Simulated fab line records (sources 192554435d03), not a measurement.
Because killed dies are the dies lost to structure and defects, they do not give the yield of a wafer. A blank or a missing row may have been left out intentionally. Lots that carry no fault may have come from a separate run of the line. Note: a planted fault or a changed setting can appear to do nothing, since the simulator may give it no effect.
Chamber matching | flow n5-finfet | N5_SD_EPI_P_DESCUM_14 on rie-diel-04: 4 sister chambers
The step chemistry O2, time 7.9 s. 16 wafers are shown with their chamber, then 8 later ones without.

## WAFERS PAIRED WITH THEIR CHAMBERS
wafer  | chamber | drypump-motor-current-A (A) | throttle-valve-pct (%) | oes-product-au (a.u.)
L083.1 | 3       | 5.3                         | 20.29                  | 0.69
L083.2 | 1       | 5.2                         | 20.40                  | 0.94
L083.3 | 2       | 6.2                         | 20.64                  | 0.76
L084.2 | 3       | 5.2                         | 20.30                  | 0.69
L084.5 | 1       | 5.2                         | 20.41                  | 0.93
L084.6 | 2       | 6.2                         | 20.63                  | 0.76
L085.1 | 2       | 6.2                         | 20.63                  | 0.76
L085.4 | 0       | 5.2                         | 20.42                  | 0.73
L085.5 | 3       | 5.3                         | 20.30                  | 0.69
L086.2 | 2       | 6.2                         | 20.63                  | 0.76
L086.4 | 0       | 5.2                         | 20.42                  | 0.73
L086.6 | 1       | 5.2                         | 20.42                  | 0.92
L090.2 | 1       | 5.2                         | 20.44                  | 0.89
L090.3 | 3       | 5.3                         | 20.31                  | 0.69
L090.4 | 2       | 6.2                         | 20.64                  | 0.75
L091.3 | 2       | 6.2                         | 20.63                  | 0.75

SIGNATURES, as means of the wafers listed above
reading                 | chamber 0 | chamber 1 | chamber 2 | chamber 3 | scatter within a chamber
drypump-motor-current-A | 5.200     | 5.200     | 6.200     | 5.275     | 0.025
throttle-valve-pct      | 20.4200   | 20.4175   | 20.6333   | 20.3000   | 0.01
oes-product-au          | 0.7300    | 0.9200    | 0.7567    | 0.6900    | 0.0113
Rule: for a wafer and a chamber, the distance is found by dividing, reading by reading, the gap between the wafer's reading and the chamber's mean by the reading's scatter, squaring, summing and taking the root. If the next closest chamber is less than 2 further off than the closest, the wafer can't be placed; otherwise it belongs to the closest. The scatter: take each reading less its chamber's mean, square it, sum over the shown wafers, divide by the number of wafers less the number of chambers, and take the root.

## WAFERS WHOSE CHAMBER IS MISSING
wafer  | drypump-motor-current-A (A) | throttle-valve-pct (%) | oes-product-au (a.u.)
L091.4 | 6.2                         | 20.62                  | 0.75
L091.6 | 5.2                         | 20.44                  | 0.89
L094.2 | 6.2                         | 20.64                  | 0.74
L094.3 | 5.2                         | 20.40                  | 0.90
L094.4 | 5.2                         | 20.43                  | 0.72
L095.1 | 6.2                         | 20.65                  | 0.75
L095.4 | 5.2                         | 20.44                  | 0.73
L095.5 | 6.2                         | 20.64                  | 0.75

## CHAMBER TAKEN BY EACH
wafer  | from the rows above | in truth
L091.4 | 2                   | 2
L091.6 | 1                   | 1
L094.2 | 2                   | 2
L094.3 | 1                   | 1
L094.4 | 0                   | 0
L095.1 | 2                   | 2
L095.4 | 0                   | 0
L095.5 | 2                   | 2
Placed correctly: 8 of 8. Number that these rows cannot place: 0. Number placed wrongly: 0.
